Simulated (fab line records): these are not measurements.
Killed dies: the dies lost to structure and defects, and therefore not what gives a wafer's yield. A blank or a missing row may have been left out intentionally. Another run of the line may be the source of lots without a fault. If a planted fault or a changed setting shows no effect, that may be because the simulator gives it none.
A lot that was struck, set against a sound lot || flow n5Finfet || 35 steps out of a route of 1938
Sound: wafers L102.3, L102.4, L102.5. Struck: wafer L114.2 (left out: L114.4, L114.5 of the same lot, which were not struck); the cause appears at the end.
For every step that has rows: the tool of each side, followed by ch and its chambers, followed by its first start. Under that, the readings that differ: sound wafers || struck wafers || difference of the means || sigmas: that difference in standard deviations of wafers without a fault.
alike: words and numbers the same on both sides, and readings whose means are apart by under 2 such deviations; not compared: readings that were withheld, readings missing a value for some wafer, numbers with overlapping values and no deviation given by the record, and bounds like >300 which may hide the same value.
The two part at a step that has a row with sigmas, a row that says differs or no value, or rows on one side only. Numbers that have no deviation but don't overlap get no sigmas and don't part them. A reading missing from all wafers of one side parts the sides only when that side holds two or more wafers.

first, 9 steps without rows for these wafers: N5_PMOS_HMC_CHANNEL_EPI_SOFTBAKE_04 (time 60 s); N5_PMOS_HMC_CHANNEL_EPI_EXPOSE_06 (exposes mask PMOS HMC BLK, target cd 240 nm); N5_PMOS_HMC_CHANNEL_EPI_PEB_07 (peb time 60 s); N5_PMOS_HMC_CHANNEL_EPI_DEVELOP_08 (develop time 30 s); N5_PMOS_HMC_CHANNEL_EPI_DESCUM_14 (chemistry O2, time 7.9 s); N5_PMOS_HMC_CHANNEL_EPI_ETCH_32 (etches BARC in N2/H2, stops on SiO2, target depth 85.8 nm, time 50.3 s); N5_PMOS_HMC_CHANNEL_EPI_HM_OPEN_15 (chemistry CHF3/O2, target SiO2, target depth 40.6 nm, time 20.3 s); N5_PMOS_HMC_CHANNEL_EPI_STRIP_33 (strips in N2/H2); N5_PMOS_HMC_CHANNEL_EPI_STRIP_17 (strips in SPM, time 750 s).
N5_PMOS_HMC_CHANNEL_EPI_ETCH_38: etches SiO2 in CF4, target depth 1.5 nm.
  sound on rieSi-06 ch 0,1,3, day 3 00:22; struck on rieSi-01 ch 1, day 6 02:14
{"reading": "cf4FlowSccm (sccm)", "sound": "79.94 80.33 80.33", "struck": 79.58, "difference": -0.62, "sigmas": -3}
  alike: drypumpMotorCurrentA, oesProductAu, throttleValvePct
  not compared: rfHoursCounterH
then, 24 steps without rows for these wafers: N5_PMOS_HMC_CHANNEL_EPI_FIN_RECESS_16 (chemistry HBr/Cl2, target Si, target depth 54 nm, time 18 s); N5_PMOS_HMC_CHANNEL_EPI_PRECLEAN_36 (cleans in O3/DIW, time 45 s); N5_PMOS_HMC_CHANNEL_EPI_PRECLEAN_18 (cleans in DHF, time 30 s); N5_PMOS_HMC_CHANNEL_EPI_SRD_19 (time 30 s); N5_PMOS_HMC_CHANNEL_EPI_EPI_20 (deposits SiGe30, target thk 59 nm); N5_PMOS_HMC_CHANNEL_EPI_HM_STRIP_35 (strips SiO2 in dHF, material SiO2, target depth 39.6 nm, time 216 s); N5_PMOS_HMC_CHANNEL_EPI_SRD_39 (time 30 s); N5_PMOS_HMC_CHANNEL_EPI_CMP_21 (polishes SiGe30, target thk 54 nm); N5_PMOS_HMC_CHANNEL_EPI_PRECLEAN_40 (cleans in DHF, time 30 s); N5_PMOS_HMC_CHANNEL_EPI_PRECLEAN_37 (cleans in O3/DIW, time 45 s); N5_PMOS_HMC_CHANNEL_EPI_PRECLEAN_24 (cleans in DHF, time 30 s); N5_PMOS_HMC_CHANNEL_EPI_SRD_25 (time 30 s); N5_PMOS_HMC_CHANNEL_EPI_EPI_26 (deposits Si from SiH4/H2, target thk 3.8 nm, time 22.7 s); N5_FIN_SAQP_PRECLEAN_42 (cleans in O3/DIW, time 60 s); N5_FIN_SAQP_PRECLEAN_00 (cleans in SC1, time 60 s); N5_FIN_SAQP_PRECLEAN_44 (cleans in SC2, time 45 s); N5_FIN_SAQP_SRD_01 (time 30 s); N5_FIN_SAQP_ALD_61 (deposits SiO2, target thk 4 nm, pulse time 1 s, purge time 2 s); N5_FIN_SAQP_DENSIFY_62 (time 60 s); N5_FIN_SAQP_HM_DEP_03 (deposits SiNx from SiH4/NH3/N2, target thk 38 nm, time 33.6 s); N5_FIN_SAQP_PECVD_47 (deposits a-Si from SiH4/He, target thk 45 nm, time 36.3 s); N5_FIN_SAQP_PECVD_48 (deposits SiNx from SiH4/NH3/N2, target thk 25 nm, time 22.1 s); N5_FIN_SAQP_PECVD_06 (deposits a-Si from SiH4/He, target thk 60 nm, time 48.1 s); N5_FIN_SAQP_HM_DEP_72 (deposits SiO2 from SiH4/N2O, target thk 12 nm, time 7.2 s).
-- record jumps: 10 days separate the struck wafers' starts on either side; left off in module FIN_SAQP, taken up again in module PASSIVATION, whose first shown step is the route's number 1936 --
N5_PASSIVATION_PROBE_49:
  record: rows for the struck wafers here (prober-02, day 16 10:05), none for the sound ones

== WHERE THEY PART ==
Earliest at N5_PMOS_HMC_CHANNEL_EPI_ETCH_38; latest, in this record, at N5_PASSIVATION_PROBE_49.

WHY: what the simulator had put in
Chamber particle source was rieSi-01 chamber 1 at N5_PMOS_HMC_CHANNEL_EPI_ETCH_38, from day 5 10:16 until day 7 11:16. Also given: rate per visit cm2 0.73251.
